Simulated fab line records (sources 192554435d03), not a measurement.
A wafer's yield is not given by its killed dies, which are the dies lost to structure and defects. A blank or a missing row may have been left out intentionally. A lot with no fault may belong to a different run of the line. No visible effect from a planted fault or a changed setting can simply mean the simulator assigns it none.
fab line records -- flow n5-finfet
record lots=7, wafers=39
route steps=1938 shown FIN_SAQP@116 DUMMY_GATE@243 SD_EPI_P@321 SD_ACTIVATION@330 MOL_CONTACT_COAG@616
start-h: start of the lot's first displayed wafer, in hours after the record's first day -- wait-h: time in hours since the lot's previous step -- " same as the row above -- L1.1+2: a single row standing in for several wafers -- - no value, or no start given -- * or withheld: withheld -- < > ~ a bound
route shown NAME@n: names a module that has steps shown in the file, with the first one's number in the route -- usual: mean/standard deviation taken from wafers without a fault -- same: alike in all rows -- chamber/n: place in a boat -- sites: per-site readings -- _std_site: standard deviation of those values -- _edge_site: outer sites' mean less inner sites' -- radius-mm: for every site, how far away it sits from the centre of the wafer -- mask NAME#n: copy n -- behind: tool/chamber where the wafer was last shaped -- hold: cause of the lot's hold/its duration in hours/its outcome -- device: whichever transistor did not switch (one of n, p or np) -- end of line: tests of these same wafers at the route's end -- step lacking rows: just its recipe -- killed: dies lost to structure and defects at the first sort, not the wafer's yield -- map: a wafer's dies, marking killed ones x, the rest . and places with no die _
set.NAME: setting as actually run; set.NAME@STEP: the setting as run at that earlier step -- model.NAME: the simulator's own value behind a step, which no gauge read
lots whose settings were changed on purpose; a table a step, a row a wafer
## steps
# step N5_FIN_SAQP_ETCH_52
# recipe chemistry=N2/H2, target=SOC, target-depth-a=1000, overetch-a=200, mask-material=SiARC, temp-c=40, time-s=150, ion-energy-ev=200, pressure-mtorr=30, source-w=840, bias-w=150, n2-flow-sccm=200, h2-flow-sccm=200, ends=end-point
# usual rf-vpp-V=523.9/2.7
lot.wafer,tool,chamber,start-h,wait-h,set.source-w,rf-vpp-V,model.SiARC_of_FIN_SAQP_COAT_50.thk-nm
L074.1,rie-diel-03,1,21.97,0.0,900,512.1,29.1
L074.2,rie-diel-03,2,21.97,0.0,840,523.8,28.96
L074.3,rie-diel-03,3,21.97,0.0,900,512.0,28.85
L074.4,rie-diel-03,0,21.97,0.0,840,523.2,29.31
L074.5,rie-diel-03,1,21.97,0.0,900,511.8,29.05
L074.6,rie-diel-03,0,21.97,0.0,840,523.0,29.34
L075.1,rie-diel-05,2,27.76,0.0,980.8,496.6,28.71
L075.2,rie-diel-05,0,27.76,0.0,840,526.2,29.07
L075.3,rie-diel-05,3,27.76,0.0,980.8,499.9,28.25
L075.4,rie-diel-05,1,27.76,0.0,980.8,500.2,28.35
L075.5,rie-diel-05,3,27.76,0.0,840,525.3,28.81
L075.6,rie-diel-05,0,27.76,0.0,840,526.4,29.01
L083.1,rie-diel-02,1,77.42,0.0,840,525.9,29.24
L083.2,rie-diel-02,0,77.42,0.0,840,520.2,29.05
L083.3,rie-diel-02,2,77.42,0.0,840,523.9,29.14
L083.4,rie-diel-02,3,77.42,0.0,840,523.3,29.23
L083.5,rie-diel-02,1,77.42,0.0,840,527.4,29.3
L083.6,rie-diel-02,0,77.42,0.0,840,518.1,28.96
L084.1,rie-diel-03,1,83.63,0.0,749.7,545.4,29.92
L084.2,rie-diel-03,2,83.63,0.0,749.7,543.6,29.65
L084.3,rie-diel-03,3,83.63,0.0,840,523.6,29.37
L084.4,rie-diel-03,0,83.63,0.0,749.7,541.1,29.93
L084.5,rie-diel-03,1,83.63,0.0,840,524.6,29.62
L084.6,rie-diel-03,2,83.63,0.0,840,522.7,29.42
L087.1,rie-diel-02,3,102.46,0.0,883.2,514.4,29.22
L087.2,rie-diel-02,2,102.46,0.0,883.2,515.7,29.14
L087.3,rie-diel-02,0,102.46,0.0,840,517.3,29.18
L087.4,rie-diel-02,1,102.46,0.0,840,527.0,29.45
L087.5,rie-diel-02,1,102.46,0.0,840,527.5,29.43
L087.6,rie-diel-02,2,102.46,0.0,883.2,514.0,29.19
L089.1,rie-diel-05,3,114.01,0.0,996.2,499.2,28.21
L089.2,rie-diel-05,1,114.01,0.0,840,525.6,29
L089.3,rie-diel-05,0,114.01,0.0,840,526.8,29.09
L089.4,rie-diel-05,3,114.01,0.0,996.2,498.7,28.18
L089.5,rie-diel-05,1,114.01,0.0,996.2,496.5,28.31
L089.6,rie-diel-05,0,114.01,0.0,840,525.2,29.02
L093.1,rie-diel-05,1,136.64,0.0,840,526.8,29
L093.4,rie-diel-05,2,136.64,0.0,840,521.7,29.05
L093.5,rie-diel-05,2,136.64,0.0,840,522.1,28.92
# step N5_FIN_SAQP_MANDREL_ETCH_22
# recipe target-depth-a=600, chemistry=HBr/Cl2, target=a-Si, stop-on=SiNx, bt-time-s=10, over-etch-frac=0.5, time-s=30, pressure-mtorr=10, icp-w=800, bias-w=75, HBr_flow_sccm=150, Cl2_flow_sccm=80, ends=end-point
lot.wafer,tool,chamber,start-h,wait-h,set.target-depth-a,model.SOC_of_FIN_SAQP_COAT_49.thk-nm
L074.1,rie-si-03,3,22.16,0.0,551.7,78.12
L074.2,rie-si-03,0,22.16,0.0,551.7,78.73
L074.3,rie-si-03,2,22.16,0.0,551.7,77.48
L074.4,rie-si-03,1,22.16,0.0,600,76.17
L074.5,rie-si-03,0,22.16,0.0,600,75.92
L074.6,rie-si-03,1,22.16,0.0,600,75.83
L075.1,rie-si-03,1,27.95,0.0,600,75.78
L075.2,rie-si-03,2,27.95,0.0,566.2,76.77
L075.3,rie-si-03,3,27.95,0.0,600,76.62
L075.4,rie-si-03,0,27.95,0.0,566.2,77.38
L075.5,rie-si-03,2,27.95,0.0,600,75.4
L075.6,rie-si-03,3,27.95,0.0,566.2,77.8
L083.1,rie-si-01,0,77.62,0.0,600,76.61
L083.2,rie-si-01,2,77.62,0.0,600,76.7
L083.3,rie-si-01,1,77.62,0.0,544.6,79.01
L083.4,rie-si-01,3,77.62,0.0,544.6,78.69
L083.5,rie-si-01,3,77.62,0.0,544.6,78.58
L083.6,rie-si-01,2,77.62,0.0,600,76.65
L084.1,rie-si-04,1,83.83,0.0,600,76.25
L084.2,rie-si-04,2,83.83,0.0,600,76.57
L084.3,rie-si-04,0,83.83,0.0,600,76.92
L084.4,rie-si-04,3,83.83,0.0,600,77.39
L084.5,rie-si-04,3,83.83,0.0,600,77.13
L084.6,rie-si-04,0,83.83,0.0,600,77.02
L087.1,rie-si-01,0,102.65,0.0,658,74.15
L087.2,rie-si-01,2,102.65,0.0,600,76.37
L087.3,rie-si-01,1,102.65,0.0,600,76.74
L087.4,rie-si-01,3,102.65,0.0,600,76.62
L087.5,rie-si-01,0,102.65,0.0,658,74.3
L087.6,rie-si-01,1,102.65,0.0,658,74.51
L089.1,rie-si-03,3,114.21,0.0,600,76.84
L089.2,rie-si-03,2,114.21,0.0,600,75.77
L089.3,rie-si-03,1,114.21,0.0,600,76.34
L089.4+5+6,rie-si-03,"0,3,0",114.21,0.0,600,76.51
L093.1,rie-si-01,3,136.83,0.0,600,76.54
L093.4,rie-si-01,0,136.83,0.0,600,76.39
L093.5,rie-si-01,2,136.83,0.0,600,76.46
# step N5_DUMMY_GATE_ETCH_31
# recipe chemistry=C4F6/O2, target=SiO2, mask-material=SOC, target-depth-a=825, time-s=27.5, ion-energy-ev=250, pressure-mtorr=30, source-w=345, bias-w=185, Ar_flow_sccm=300, C4F6_flow_sccm=10, O2_flow_sccm=10
lot.wafer,tool,chamber,start-h,wait-h,set.target-depth-a,model.etch.depth-nm,model.SOC_of_DUMMY_GATE_COAT_34.thk-nm
L074.1,rie-diel-04,0,46.77,0.0,825,82.04,52
L074.2,rie-diel-04,2,46.77,0.0,825,81.56,52.4
L074.3,rie-diel-04,1,46.77,0.0,825,82.77,52
L074.4,rie-diel-04,3,46.77,0.0,825,82.31,52.2
L074.5,rie-diel-04,2,46.77,0.0,825,81.28,52.2
L074.6,rie-diel-04,1,46.77,0.0,825,82.37,52
L075.1,rie-diel-04,0,51.92,0.0,759.2,75.82,52.6
L075.2,rie-diel-04,1,51.92,0.0,825,82.65,51.8
L075.3,rie-diel-04,3,51.92,0.0,825,81.4,52.2
L075.4,rie-diel-04,2,51.92,0.0,759.2,74.04,52.8
L075.5,rie-diel-04,2,51.92,0.0,759.2,74.23,52.8
L075.6,rie-diel-04,3,51.92,0.0,825,81.33,52.2
L083.1,rie-diel-01,2,103.36,0.1,914.6,89.28,51.2
L083.2,rie-diel-01,1,103.36,0.1,825,83.28,52
L083.3,rie-diel-01,3,103.36,0.1,914.6,90.61,51.2
L083.4,rie-diel-01,0,103.36,0.1,914.6,90.54,51.2
L083.5,rie-diel-01,1,103.36,0.1,825,82.54,52
L083.6,rie-diel-01,2,103.36,0.1,825,81.69,52.2
L084.1,rie-diel-04,1,111.28,0.0,825,83.01,52
L084.2,rie-diel-04,2,111.28,0.0,769.5,77.01,52.6
L084.3,rie-diel-04,3,111.28,0.0,825,82.79,52.2
L084.4,rie-diel-04,0,111.28,0.0,769.5,76.72,52.6
L084.5,rie-diel-04,2,111.28,0.0,769.5,75.94,52.8
L084.6,rie-diel-04,1,111.28,0.0,825,83.37,52
L087.1,rie-diel-06,2,129.13,0.0,825,81.28,52.4
L087.2,rie-diel-06,0,129.13,0.0,825,81.37,52.6
L087.3,rie-diel-06,3,129.13,0.0,825,83.77,52
L087.4,rie-diel-06,1,129.13,0.0,825,83.89,52.2
L087.5,rie-diel-06,3,129.13,0.0,825,83.04,52
L087.6,rie-diel-06,0,129.13,0.0,825,81.83,52.2
L089.1,rie-diel-04,2,139.29,0.1,741.1,73.42,53
L089.2,rie-diel-04,0,139.29,0.1,825,82.26,52
L089.3,rie-diel-04,1,139.29,0.1,741.1,74.29,52.8
L089.4,rie-diel-04,3,139.29,0.1,741.1,73.76,53
L089.5,rie-diel-04,0,139.29,0.1,825,82.39,52.2
L089.6,rie-diel-04,3,139.29,0.1,825,82.04,52
L093.1,rie-diel-06,2,160.97,0.2,825,83.48,51.8
L093.4,rie-diel-06,1,160.97,0.2,825,83.4,52
L093.5,rie-diel-06,0,160.97,0.2,825,81.6,52.2
# step N5_SD_EPI_P_EPI_21
# recipe material=SiGe:B, dopant=B, temp-c=550, pressure-torr=20, ambient=H2, time-s=355
lot.wafer,tool,chamber,start-h,wait-h,set.dopant-conc-cm3
L074.1+4+5,epi-rpcvd-02,0,55.65,0.3,3e+20
L074.2+3+6,epi-rpcvd-02,0,55.65,0.3,3.221e+20
L075.1+2+3+4+5+6,epi-rpcvd-01,0,60.29,0.1,3e+20
L083.1+4+5,epi-rpcvd-02,0,111.23,0.3,3e+20
L083.2+3+6,epi-rpcvd-02,0,111.23,0.3,3.283e+20
L084.1+2+5,epi-rpcvd-01,0,120.07,0.2,3.449e+20
L084.3+4+6,epi-rpcvd-01,0,120.07,0.2,3e+20
L087.1+4+6,epi-rpcvd-02,0,137.23,0.2,3e+20
L087.2+3+5,epi-rpcvd-02,0,137.23,0.2,3.357e+20
L089.1+2+3+4+5+6,epi-rpcvd-01,0,150.28,0.3,3e+20
L093.1+4+5,epi-rpcvd-03,0,169.31,0.2,3e+20
# step N5_SD_EPI_P_HM_STRIP_48
# recipe chemistry=H3PO4, temp-c=160, material=SiNx, target=SiNx, target-depth-a=30, overetch-fraction=0.3
# step N5_SD_ACTIVATION_RTA_00
# recipe temp-c=975, time-s=0, ambient=N2, idle-temp-c=600, ramp-up-c-per-s=150, ramp-down-c-per-s=60, cool-to-c=600
# step N5_SD_ACTIVATION_LSA_01
# recipe temp-c=1080, time-s=0.0008, ambient=N2
# step N5_SD_ACTIVATION_RS_MEAS_03
# recipe thk-meas-gauge=four-point-probe
# usual RS_SD_N=21.89/0.26, RS_SD_P=56.0/0.81
lot.wafer,tool,chamber,start-h,wait-h,set.dopant-conc-cm3@SD_EPI_P_EPI_21,RS_SD_N[ohm/sq],RS_SD_P[ohm/sq]
L074.1,film-metro-01,-,60.13,0.2,3e+20,21.95,56.6
L074.2,film-metro-01,-,60.13,0.2,3.221e+20,21.76,52.5
L074.3,film-metro-01,-,60.13,0.2,3.221e+20,21.92,52.1
L074.4,film-metro-01,-,60.13,0.2,3e+20,21.81,55.5
L074.5,film-metro-01,-,60.13,0.2,3e+20,21.87,55.9
L074.6,film-metro-01,-,60.13,0.2,3.221e+20,21.73,52.8
L075.1,film-metro-02,-,63.09,0.2,3e+20,21.73,56.7
L075.2,film-metro-02,-,63.09,0.2,3e+20,21.42,56.8
L075.3,film-metro-02,-,63.09,0.2,3e+20,21.72,56.4
L075.4,film-metro-02,-,63.09,0.2,3e+20,21.74,55.0
L075.5,film-metro-02,-,63.09,0.2,3e+20,21.56,57.0
L075.6,film-metro-02,-,63.09,0.2,3e+20,21.54,56.1
L083.1,film-metro-02,-,115.75,0.2,3e+20,21.83,56.2
L083.2,film-metro-02,-,115.75,0.2,3.283e+20,21.74,51.7
L083.3,film-metro-02,-,115.75,0.2,3.283e+20,21.79,51.1
L083.4,film-metro-02,-,115.75,0.2,3e+20,21.48,55.7
L083.5,film-metro-02,-,115.75,0.2,3e+20,21.74,55.6
L083.6,film-metro-02,-,115.75,0.2,3.283e+20,21.84,51.3
L084.1,film-metro-01,-,123.74,0.2,3.449e+20,22.45,48.7
L084.2,film-metro-01,-,123.74,0.2,3.449e+20,21.94,48.9
L084.3,film-metro-01,-,123.74,0.2,3e+20,22.22,55.9
L084.4,film-metro-01,-,123.74,0.2,3e+20,22.21,55.8
L084.5,film-metro-01,-,123.74,0.2,3.449e+20,22.27,49.2
L084.6,film-metro-01,-,123.74,0.2,3e+20,22.26,56.4
L087.1,film-metro-02,-,140.76,0.2,3e+20,21.80,56.4
L087.2,film-metro-02,-,140.76,0.2,3.357e+20,21.47,50.3
L087.3,film-metro-02,-,140.76,0.2,3.357e+20,21.91,51.0
L087.4,film-metro-02,-,140.76,0.2,3e+20,21.84,56.0
L087.5,film-metro-02,-,140.76,0.2,3.357e+20,22.03,51.1
L087.6,film-metro-02,-,140.76,0.2,3e+20,21.62,55.8
L089.1,film-metro-02,-,154.76,0.2,3e+20,21.69,56.0
L089.2,film-metro-02,-,154.76,0.2,3e+20,21.75,55.6
L089.3,film-metro-02,-,154.76,0.2,3e+20,21.56,55.8
L089.4,film-metro-02,-,154.76,0.2,3e+20,21.83,56.7
L089.5,film-metro-02,-,154.76,0.2,3e+20,21.55,56.2
L089.6,film-metro-02,-,154.76,0.2,3e+20,21.88,55.1
L093.1,film-metro-02,-,172.86,0.2,3e+20,22.17,55.5
L093.4,film-metro-02,-,172.86,0.2,3e+20,22.22,54.3
L093.5,film-metro-02,-,172.86,0.2,3e+20,21.92,55.4
# step N5_MOL_CONTACT_COAG_ETCH_124
# recipe chemistry=CH3F/O2, target=SiNx, target-depth-a=65, mask-material=SOC, stop-on=SiOC, over-etch-frac=0.3, ion-energy-ev=120, pressure-mtorr=30, source-w=395, bias-w=73, Ar_flow_sccm=150, CH3F_flow_sccm=30, O2_flow_sccm=20, ends=end-point
# usual rf-vpp-V=297/6.3
lot.wafer,tool,chamber,start-h,wait-h,set.bias-w,rf-vpp-V
L074.1,rie-diel-03,2,103.98,0.0,73,290
L074.2,rie-diel-03,1,103.98,0.0,73,289
L074.3,rie-diel-03,0,103.98,0.0,73,294
L074.4,rie-diel-03,3,103.98,0.0,73,290
L074.5,rie-diel-03,3,103.98,0.0,73,289
L074.6,rie-diel-03,0,103.98,0.0,73,294
L075.1,rie-diel-03,2,106.02,0.0,73,290
L075.2,rie-diel-03,3,106.02,0.0,73,289
L075.3,rie-diel-03,0,106.02,0.0,73,294
L075.4,rie-diel-03,1,106.02,0.0,73,290
L075.5,rie-diel-03,1,106.02,0.0,73,288
L075.6,rie-diel-03,0,106.02,0.0,73,294
L083.1,rie-diel-02,2,155.45,0.0,73,311
L083.2,rie-diel-02,0,155.45,0.0,61.39,261
L083.3,rie-diel-02,3,155.45,0.0,73,294
L083.4,rie-diel-02,1,155.45,0.0,61.39,264
L083.5,rie-diel-02,3,155.45,0.0,73,293
L083.6,rie-diel-02,2,155.45,0.0,61.39,270
L084.1,rie-diel-05,2,166.40,0.0,73,305
L084.2,rie-diel-05,1,166.40,0.0,82.6,330
L084.3,rie-diel-05,3,166.40,0.0,73,301
L084.4,rie-diel-05,0,166.40,0.0,73,299
L084.5,rie-diel-05,0,166.40,0.0,82.6,330
L084.6,rie-diel-05,1,166.40,0.0,82.6,331
L087.1,rie-diel-02,2,186.31,0.0,73,310
L087.2,rie-diel-02,1,186.31,0.0,76.72,315
L087.3,rie-diel-02,0,186.31,0.0,76.72,312
L087.4,rie-diel-02,3,186.31,0.0,73,293
L087.5,rie-diel-02,0,186.31,0.0,73,300
L087.6,rie-diel-02,3,186.31,0.0,76.72,305
L089.1,rie-diel-03,0,199.32,0.0,73,297
L089.2,rie-diel-03,1,199.32,0.0,73,290
L089.3,rie-diel-03,2,199.32,0.0,73,290
L089.4,rie-diel-03,3,199.32,0.0,73,288
L089.5,rie-diel-03,1,199.32,0.0,73,290
L089.6,rie-diel-03,0,199.32,0.0,73,295
L093.1,rie-diel-02,2,218.16,0.0,73,309
L093.4,rie-diel-02,3,218.16,0.0,73,292
L093.5,rie-diel-02,0,218.16,0.0,73,301
## key
split step=N5_FIN_SAQP_ETCH_52, setting=source-w, stated=840, by=wafer
response step=N5_FIN_SAQP_ETCH_52, reading=rf-vpp-V, change=-1.6, per=1%, r=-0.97
response step=N5_FIN_SAQP_ETCH_52, reading=model.SiARC_of_FIN_SAQP_COAT_50.thk-nm, change=-0.0367, per=1%, r=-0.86
split step=N5_FIN_SAQP_MANDREL_ETCH_22, setting=target-depth-a, stated=600, by=wafer
response step=N5_FIN_SAQP_MANDREL_ETCH_22, reading=model.SOC_of_FIN_SAQP_COAT_49.thk-nm, change=-0.241, per=1%, r=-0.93
split step=N5_DUMMY_GATE_ETCH_31, setting=target-depth-a, stated=825, by=wafer
response step=N5_DUMMY_GATE_ETCH_31, reading=model.etch.depth-nm, change=+0.814, per=1%, r=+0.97
response step=N5_DUMMY_GATE_ETCH_31, reading=model.SOC_of_DUMMY_GATE_COAT_34.thk-nm, change=-0.0835, per=1%, r=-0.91
split step=N5_SD_EPI_P_EPI_21, setting=dopant-conc-cm3, stated=3e+20, by=wafer
response step=N5_SD_ACTIVATION_RS_MEAS_03, reading=RS_SD_P, change=-0.464, per=1%, r=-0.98
split step=N5_MOL_CONTACT_COAG_ETCH_124, setting=bias-w, stated=73, by=wafer
response step=N5_MOL_CONTACT_COAG_ETCH_124, reading=rf-vpp-V, change=+2.14, per=1%, r=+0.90
